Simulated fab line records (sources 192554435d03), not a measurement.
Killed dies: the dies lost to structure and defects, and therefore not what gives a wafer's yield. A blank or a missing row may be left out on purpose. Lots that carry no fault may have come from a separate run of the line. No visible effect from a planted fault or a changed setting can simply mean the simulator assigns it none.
fab line records ; flow n5_finfet
[record] lots = 6; wafers = 18; last_day = 17
route steps=1938 shown BEOL_M9@1450 PASSIVATION@1936
lots that met no fault: taken from a fault-free run of the same line
start_h: hours from the record's first day to the start of the lot's first wafer shown ; wait_h: hours from the lot's prior step to this one ; " repeats the value in the row above ; L1.1+2: several wafers, shown together as one row ; - either no value or no given start ; * or withheld: withheld ; < > ~ a bound
route shown NAME@n: a module of which the file shows steps, and the number in the route of the first ; usual: mean/standard deviation taken from wafers without a fault ; same: alike in all rows ; chamber/n: place in a boat ; sites: readings site by site ; _std_site: the standard deviation of these ; _edge_site: outer sites' mean less inner sites' ; radius_mm: for every site, how far away it sits from the centre of the wafer ; mask NAME#n: copy n ; behind: the last tool/chamber to shape the wafer ; hold: reason for holding the lot/hours on hold/outcome of the hold ; device: transistor that didn't switch, given as n, p or np ; end of line: tests of these same wafers at the route's end ; for a step that has no rows: nothing shown but its recipe ; killed: dies lost to structure and defects at the first sort, not the wafer's yield ; map: a wafer's dies, marking killed ones x, the rest . and places with no die _
set.NAME: the run value of the setting; set.NAME@STEP: its run value at that earlier step ; model.NAME: the simulator's own value behind a step, which no gauge read
certain route steps with their lots: each step a table, each wafer a row
services: a tool's chamber out of use, with start hour (start_h, from the record's first day; less than 0 if before it), hours out, and reason
[[steps]]
[step N5_BEOL_M9_HM_STRIP_39]
[recipe] chemistry = peroxide_tin_strip; material = TiN; target_depth_a = 250; temp_c = 50; time_s = 158
[step N5_BEOL_M9_SRD_40]
[recipe] time_s = 30; temp_c = 23; rinse_liquid = diw; dry = ipa_marangoni
[step N5_BEOL_M9_PRECLEAN_42]
[recipe] chemistry = residue_remover; time_s = 60; temp_c = 40
[step N5_BEOL_M9_SRD_43]
[recipe] time_s = 30; temp_c = 23; rinse_liquid = diw; dry = ipa_marangoni
[step N5_BEOL_M9_CD_MEAS_35]
[recipe] target_cd_nm = 70; target_cd_y_nm = 40; polarity = opening
[usual] cd_nm = 70.1/0.68
lot.wafer;tool;chamber;start_h;wait_h;cd_nm
L243.1;cd_sem-03;-;238.65;0.0;71.0
L243.4;cd_sem-03;-;238.65;0.0;70.7
L243.5;cd_sem-03;-;238.65;0.0;71.5
L247.4;cd_sem-02;-;265.78;0.0;70.6
L247.5;cd_sem-02;-;265.78;0.0;69.6
L247.6;cd_sem-02;-;265.78;0.0;69.8
L248.1;cd_sem-02;-;275.31;0.0;70.3
L248.3;cd_sem-02;-;275.31;0.0;70.0
L248.5;cd_sem-02;-;275.31;0.0;70.1
L256.3;cd_sem-01;-;330.27;0.0;70.6
L256.4;cd_sem-01;-;330.27;0.0;68.8
L256.5;cd_sem-01;-;330.27;0.0;70.5
L258.1;cd_sem-01;-;345.39;0.0;70.5
L258.3;cd_sem-01;-;345.39;0.0;70.7
L258.6;cd_sem-01;-;345.39;0.0;70.8
L259.1;cd_sem-01;-;358.41;0.0;69.8
L259.5;cd_sem-01;-;358.41;0.0;69.0
L259.6;cd_sem-01;-;358.41;0.0;69.3
[step N5_BEOL_M9_CURE_72]
[recipe] temp_c = 370; time_s = 120; ambient = DMADMS/He; material = SiCOH_lowk
[usual] lamp_power_pct = 52.30/0.06; wafer_temp_C_max = 371.9/0.55
lot.wafer;tool;chamber;start_h;wait_h;lamp_power_pct;wafer_temp_C_max
L243.1;uv_cure-02;0;238.69;0.0;52.35;371.5
L243.4;uv_cure-02;0;238.69;0.0;52.30;371.9
L243.5;uv_cure-02;0;238.69;0.0;52.28;372.2
L247.4;uv_cure-03;2;265.97;0.2;52.27;371.5
L247.5;uv_cure-03;2;265.97;0.2;52.27;371.9
L247.6;uv_cure-03;2;265.97;0.2;52.31;372.1
L248.1;uv_cure-01;0;275.35;0.0;52.35;371.4
L248.3;uv_cure-01;0;275.35;0.0;52.24;371.2
L248.5;uv_cure-01;0;275.35;0.0;52.36;372.4
L256.3;uv_cure-01;1;330.41;0.1;52.31;372.3
L256.4;uv_cure-01;1;330.41;0.1;52.30;373.0
L256.5;uv_cure-01;1;330.41;0.1;52.39;372.0
L258.1;uv_cure-03;0;345.43;0.0;52.37;371.5
L258.3;uv_cure-03;0;345.43;0.0;52.28;371.4
L258.6;uv_cure-03;0;345.43;0.0;52.23;371.8
L259.1;uv_cure-01;2;358.46;0.0;52.50;371.8
L259.5;uv_cure-01;2;358.46;0.0;52.12;371.9
L259.6;uv_cure-01;2;358.46;0.0;52.15;371.8
[step N5_BEOL_M9_DEGAS_44]
[recipe] ambient = vacuum; temp_c = 250; time_s = 60
[usual] heater_power_w = 334/49
lot.wafer;tool;chamber;start_h;wait_h;heater_power_w
L243.1;pvd_sputter-02;-;240.73;2.0;324
L243.4;pvd_sputter-02;-;240.73;2.0;368
L243.5;pvd_sputter-02;-;240.73;2.0;371
L247.4;pvd_sputter-01;-;266.33;0.3;363
L247.5;pvd_sputter-01;-;266.33;0.3;357
L247.6;pvd_sputter-01;-;266.33;0.3;350
L248.1;pvd_sputter-02;-;275.75;0.3;321
L248.3;pvd_sputter-02;-;275.75;0.3;342
L248.5;pvd_sputter-02;-;275.75;0.3;417
L256.3;pvd_sputter-02;-;330.78;0.3;319
L256.4;pvd_sputter-02;-;330.78;0.3;366
L256.5;pvd_sputter-02;-;330.78;0.3;327
L258.1;pvd_sputter-01;-;345.90;0.4;337
L258.3;pvd_sputter-01;-;345.90;0.4;340
L258.6;pvd_sputter-01;-;345.90;0.4;375
L259.1;pvd_sputter-03;-;359.18;0.7;290
L259.5;pvd_sputter-03;-;359.18;0.7;308
L259.6;pvd_sputter-03;-;359.18;0.7;380
[step N5_BEOL_M9_PRE_CLEAN_45]
[recipe] gas = H2/He; time_s = 30; temp_c = 250
[usual] heater_power_w = 333/48
lot.wafer;tool;chamber;start_h;wait_h;heater_power_w
L243.1;pvd_sputter-02;-;240.77;0.0;325
L243.4;pvd_sputter-02;-;240.77;0.0;371
L243.5;pvd_sputter-02;-;240.77;0.0;371
L247.4;pvd_sputter-01;-;266.37;0.0;363
L247.5;pvd_sputter-01;-;266.37;0.0;355
L247.6;pvd_sputter-01;-;266.37;0.0;346
L248.1;pvd_sputter-02;-;275.79;0.0;314
L248.3;pvd_sputter-02;-;275.79;0.0;340
L248.5;pvd_sputter-02;-;275.79;0.0;407
L256.3;pvd_sputter-02;-;330.82;0.0;327
L256.4;pvd_sputter-02;-;330.82;0.0;362
L256.5;pvd_sputter-02;-;330.82;0.0;324
L258.1;pvd_sputter-01;-;345.94;0.0;346
L258.3;pvd_sputter-01;-;345.94;0.0;339
L258.6;pvd_sputter-01;-;345.94;0.0;358
L259.1;pvd_sputter-03;-;359.22;0.0;301
L259.5;pvd_sputter-03;-;359.22;0.0;303
L259.6;pvd_sputter-03;-;359.22;0.0;383
[step N5_BEOL_M9_ALD_74]
[recipe] material = TaN; target_thk_a = 20; temp_c = 275; ald_precursor_family = PDMAT; ald_co_reactant = NH3; pressure_torr = 3; carrier_flow_sccm = 1500; pulse_time_s = 2; purge_time_s = 3; co_reactant_purge_time_s = 2; co_reactant_pulse_time_s = 3; ald_cycles = 40; precursor_vessel_temp_c = 75; precursor_vessel_pressure_torr = 26.25; precursor_vessel_carrier_sccm = 1000
[step N5_BEOL_M9_SURFACE_TREAT_79]
[recipe] gas = Ar; time_s = *; ion_energy_ev = *; ion_current_ma_cm2 = 0.5; pressure_mtorr = *; ar_flow_sccm = 30
[usual] throttle_valve_pct = *
lot.wafer;tool;chamber;start_h;wait_h;throttle_valve_pct
L243.1;pvd_sputter-03;-;241.14;0.2;*
L243.4;pvd_sputter-03;-;241.14;0.2;*
L243.5;pvd_sputter-03;-;241.14;0.2;*
L247.4;pvd_sputter-02;-;266.75;0.2;*
L247.5;pvd_sputter-02;-;266.75;0.2;*
L247.6;pvd_sputter-02;-;266.75;0.2;*
L248.1;pvd_sputter-02;-;276.17;0.2;*
L248.3;pvd_sputter-02;-;276.17;0.2;*
L248.5;pvd_sputter-02;-;276.17;0.2;*
L256.3;pvd_sputter-02;-;331.18;0.2;*
L256.4;pvd_sputter-02;-;331.18;0.2;*
L256.5;pvd_sputter-02;-;331.18;0.2;*
L258.1;pvd_sputter-01;-;346.48;0.3;*
L258.3;pvd_sputter-01;-;346.48;0.3;*
L258.6;pvd_sputter-01;-;346.48;0.3;*
L259.1;pvd_sputter-01;-;359.56;0.2;*
L259.5;pvd_sputter-01;-;359.56;0.2;*
L259.6;pvd_sputter-01;-;359.56;0.2;*
[step N5_BEOL_M9_CVD_78]
[recipe] material = Co; target_thk_a = 20; temp_c = withheld; precursor = CCTBA/H2; pressure_torr = 30; time_s = 138.9
[step N5_BEOL_M9_SPUTTER_48]
[recipe] material = Cu; target_thk_a = 120; temp_c = -20; bias_v = 60; power_w = 26000; chamber_pressure_pa = 0.13; time_s = 2
[usual] chamber_pressure_pa = 0.12996/0.00027; chuck_gas_flow_sccm = 1.26/0.052; throttle_valve_pct = 30.7/1
lot.wafer;tool;chamber;start_h;wait_h;chamber_pressure_pa;chuck_gas_flow_sccm;throttle_valve_pct
L243.1;pvd_sputter-03;-;241.48;0.1;0.12959;1.24;30.7
L243.4;pvd_sputter-03;-;241.48;0.1;0.13003;1.35;31.3
L243.5;pvd_sputter-03;-;241.48;0.1;0.12992;1.27;28.8
L247.4;pvd_sputter-01;-;267.15;0.1;0.12991;1.27;29.8
L247.5;pvd_sputter-01;-;267.15;0.1;0.13006;1.28;29.8
L247.6;pvd_sputter-01;-;267.15;0.1;0.13005;1.23;32.3
L248.1;pvd_sputter-01;-;276.46;0.1;0.13041;1.25;30.7
L248.3;pvd_sputter-01;-;276.46;0.1;0.13031;1.35;29.6
L248.5;pvd_sputter-01;-;276.46;0.1;0.13021;1.20;30.7
L256.3;pvd_sputter-01;-;331.38;0.1;0.12995;1.21;32.2
L256.4;pvd_sputter-01;-;331.38;0.1;0.12961;1.19;32.1
L256.5;pvd_sputter-01;-;331.38;0.1;0.13006;1.26;29.7
L258.1;pvd_sputter-01;-;346.74;0.2;0.12999;1.35;30.7
L258.3;pvd_sputter-01;-;346.74;0.2;0.12972;1.33;29.6
L258.6;pvd_sputter-01;-;346.74;0.2;0.12989;1.39;29.4
L259.1;pvd_sputter-01;-;359.80;0.1;0.12945;1.28;30.6
L259.5;pvd_sputter-01;-;359.80;0.1;0.12994;1.30;29.6
L259.6;pvd_sputter-01;-;359.80;0.1;0.12978;1.33;31.1
[step N5_BEOL_M9_ECD_50]
[recipe] material = Cu; target_thk_a = 3180
lot.wafer;tool;chamber;start_h;wait_h;model.Cu_of_BEOL_M9_ECD_50.thk_nm
L243.1;ecd_cu-01;0;241.60;0.1;319.6
L243.4;ecd_cu-01;1;241.60;0.1;314.4
L243.5;ecd_cu-01;0;241.60;0.1;315.2
L247.4;ecd_cu-02;0;267.29;0.1;313
L247.5;ecd_cu-02;0;267.29;0.1;320.6
L247.6;ecd_cu-02;1;267.29;0.1;320
L248.1;ecd_cu-02;1;276.58;0.1;319.4
L248.3;ecd_cu-02;0;276.58;0.1;314.8
L248.5;ecd_cu-02;1;276.58;0.1;317.8
L256.3;ecd_cu-01;1;331.52;0.1;320.2
L256.4;ecd_cu-01;0;331.52;0.1;318.6
L256.5;ecd_cu-01;0;331.52;0.1;319.6
L258.1;ecd_cu-01;1;346.85;0.1;536.6
L258.3;ecd_cu-01;1;346.85;0.1;325.2
L258.6;ecd_cu-01;0;346.85;0.1;317.2
L259.1;ecd_cu-01;0;361.38;1.5;540
L259.5;ecd_cu-01;1;361.38;1.5;318
L259.6;ecd_cu-01;0;361.38;1.5;319.4
[step N5_BEOL_M9_ANNEAL_51]
[recipe] temp_c = 225; time_s = 90; ambient = N2
[step N5_BEOL_M9_CMP_52]
[recipe] stop_on = SiCOH_lowk; t_overpolish_s = 7; down_force_psi = 1; platen_rpm = 50; clearing_platen_down_force_psi = 1.5; clearing_platen_rpm = 50; post_cmp_clean = cu_alkaline; target_thk_nm = 140; clearing_platen_pad_velocity_m_s = 0.99484; pad_velocity_m_s = 0.99484
[usual] motor_current_A = 6.2/0.87; pad_life_wafers = 1150/510; time_to_endpoint_s = 65.6/2.6
lot.wafer;tool;chamber;start_h;wait_h;motor_current_A;pad_life_wafers;time_to_endpoint_s
L243.1;cmp-03;1;246.21;0.3;6.3;282;62.0
L243.4;cmp-03;2;246.21;0.3;6.2;283;64.1
L243.5;cmp-03;1;246.21;0.3;5.9;-;63.0
L247.4;cmp-02;0;268.38;0.2;6.6;1285;68.3
L247.5;cmp-02;3;268.38;0.2;6.0;-;69.9
L247.6;cmp-02;0;268.38;0.2;6.6;-;70.8
L248.1;cmp-02;2;276.99;0.3;5.6;1368;64.4
L248.3;cmp-02;0;276.99;0.3;6.5;1370;68.2
L248.5;cmp-02;2;276.99;0.3;5.7;-;67.5
L256.4;cmp-02;0;331.94;0.2;6.4;1819;64.4
L256.3;cmp-02;1;331.94;0.2;5.0;1820;67.8
L256.5;cmp-02;3;331.94;0.2;6.0;-;63.7
L258.3;cmp-03;1;347.32;0.2;6.0;1069;65.1
L258.1;cmp-03;2;347.32;0.2;6.3;1070;110.9
L258.6;cmp-03;1;347.32;0.2;6.1;-;63.4
L259.1;cmp-03;0;361.82;0.3;8.2;1170;108.3
L259.6;cmp-03;0;361.82;0.3;7.8;-;67.8
L259.5;cmp-03;1;361.82;0.3;6.1;-;63.3
[step N5_BEOL_M9_THK_MEAS_53]
[recipe] thk_meas_gauge = xrf; reads = Cu_of_BEOL_M9_ECD_50
[usual] M9_THK = 138.8/2.8
lot.wafer;tool;chamber;start_h;wait_h;M9_THK[nm]
L243.1;film_metro-02;-;246.51;-;141.6
L243.4;film_metro-02;-;246.51;-;137.7
L243.5;film_metro-02;-;246.51;-;137.5
L247.4;film_metro-02;-;268.65;-;139.2
L247.5;film_metro-02;-;268.65;-;139.1
L247.6;film_metro-02;-;268.65;-;143.9
L248.1;film_metro-02;-;277.28;-;138.4
L248.3;film_metro-02;-;277.28;-;137.9
L248.5;film_metro-02;-;277.28;-;138.9
L256.3;film_metro-02;-;332.20;-;139.7
L256.4;film_metro-02;-;332.20;-;138.1
L256.5;film_metro-02;-;332.20;-;137.1
L258.1;film_metro-01;-;347.57;-;139.4
L258.3;film_metro-01;-;347.57;-;146.5
L258.6;film_metro-01;-;347.57;-;145.3
L259.1;film_metro-02;-;362.11;-;140.1
L259.5;film_metro-02;-;362.11;-;138.8
L259.6;film_metro-02;-;362.11;-;136.9
[step N5_PASSIVATION_PROBE_49]
[usual] defect_limited_yield = 91.1/1.4; killed_at_M0_to_M3 = 36/11; killed_at_M4_up = 14/5.2; killed_at_contacts = 12/6.1; killed_at_front_end = 40/12; killed_at_other = 3.2/2.5; killed_dies = 105/16; killed_open = 68/12; killed_short = 35/8.7; sort_bin_5_function = 5.2/0.89; sort_bin_6_memory = 3.3/0.66; sort_bin_8_speed = 0.01/0.085; sort_n_pass = 1074/16; sort_yield_pct = 91.1/1.4
[same] gross_dies = 1180; killed_at_back_side = 0; sort_bin_4_leakage[%] = 0
lot.wafer;tool;chamber;start_h;wait_h;defect_limited_yield[%];killed_at_M0_to_M3;killed_at_M4_up;killed_at_contacts;killed_at_front_end;killed_at_other;killed_dies;killed_open;killed_short;sort_bin_5_function[%];sort_bin_6_memory[%];sort_bin_8_speed[%];sort_n_pass;sort_yield_pct[%]
L248.1;prober-01;-;332.86;0.0;90.8;58;7;13;27;3;108;70;38;5.8;3.1;0;1072;90.8
L256.4;prober-01;-;388.29;0.2;88.3;61;17;12;45;3;138;86;52;7.1;4.2;0;1042;88.3
L259.1;prober-01;-;411.98;0.0;92.9;30;9;9;35;1;84;56;28;4.4;2.5;0;1096;92.9
L259.5;prober-01;-;412.18;0.2;94.1;15;14;11;24;6;70;46;23;3.9;1.9;0;1110;94.1
L259.6;prober-01;-;412.23;0.3;93.7;33;7;9;23;2;74;44;29;4.2;1.9;0;1106;93.7
// killed by level:class
L248.1 BEOL_M0_SAQP:geometric_particle:short=15 BEOL_M0_SAQP:geometric_particle:open=14 BEOL_M2:geometric_particle:open=14 MOL_CONTACT_COAG:geometric_particle:open=10 BEOL_M2:geometric_particle:short=7 BEOL_M1:geometric_particle:open=6 FIN_SAQP:geometric_particle:short=4 STI_FIN_REVEAL:geometric_particle:open=4
L256.4 BEOL_M0_SAQP:geometric_particle:short=14 FIN_SAQP:geometric_particle:short=12 BEOL_M3:geometric_particle:open=12 BEOL_M2:geometric_particle:open=12 MOL_CONTACT_COAG:geometric_particle:open=11 BEOL_M4:geometric_particle:open=9 GATE_CUT:geometric_particle:short=7 BEOL_M0_SAQP:geometric_particle:open=7
L259.1 FIN_SAQP:geometric_particle:open=13 MOL_CONTACT_COAG:geometric_particle:open=8 BEOL_M2:geometric_particle:open=8 FIN_SAQP:geometric_particle:short=6 STI_FIN_REVEAL:geometric_particle:open=6 BEOL_M0_SAQP:geometric_particle:short=6 BEOL_M1:geometric_particle:open=4 DUMMY_GATE:geometric_particle:open=3
L259.5 MOL_CONTACT_COAG:geometric_particle:open=9 FIN_SAQP:geometric_particle:short=7 STI_FIN_REVEAL:geometric_particle:open=7 BEOL_M8:geometric_particle:open=6 BEOL_M3:geometric_particle:open=5 BEOL_M0_SAQP:geometric_particle:short=4 BEOL_M4:geometric_particle:open=4 MIM_TOP:geometric_particle:open=3
L259.6 BEOL_M3:geometric_particle:open=8 BEOL_M0_SAQP:geometric_particle:open=8 FIN_SAQP:geometric_particle:short=7 FIN_SAQP:geometric_particle:open=6 MOL_CONTACT_COAG:geometric_particle:open=4 MOL_CONTACT_COAG:geometric_particle:short=4 BEOL_M0_SAQP:geometric_particle:short=4 BEOL_M0:geometric_particle:open=4
[[services]]
tool;chamber;start_h;hours;kind
uv_cure-03;-;224.02;0.2;repair
uv_cure-01;-;224.39;3.7;repair
ecd_cu-01;-;242.75;1.1;repair
cmp-03;-;248.53;0.6;repair
uv_cure-03;-;254.35;7.5;pm
pvd_sputter-03;-;256.81;10.5;repair
uv_cure-02;-;274.02;7.5;pm
uv_cure-01;-;298.48;0.3;repair
ecd_cu-02;-;311.70;2.1;repair
ecd_cu-01;-;332.39;3.8;repair
cmp-02;-;339.95;0.9;repair
ecd_cu-02;-;350.03;12.8;repair
[[key]]
[first_sign] step = N5_BEOL_M9_CMP_52; reading = time_to_endpoint_s; direction = up; sigmas = 17; usual = *; struck = *
effect none on later readings
[model_effect] step = N5_BEOL_M9_ECD_50; value = Cu_of_BEOL_M9_ECD_50.thk_nm; without = 317; struck = 538.3
met_at N5_BEOL_M9_ECD_50
struck_wafers L258.1,L259.1
onset_between 331.52 346.85
[fault] kind = process_parameter_drift; tool = ecd_cu-01; chamber = -; onset_h = 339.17; steps = N5_BEOL_M9_ECD_50; channel = target_thk_a; offset = *; shape = step; end_h = 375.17; scope = struck_wafers_only; acts_in = *; stated = *
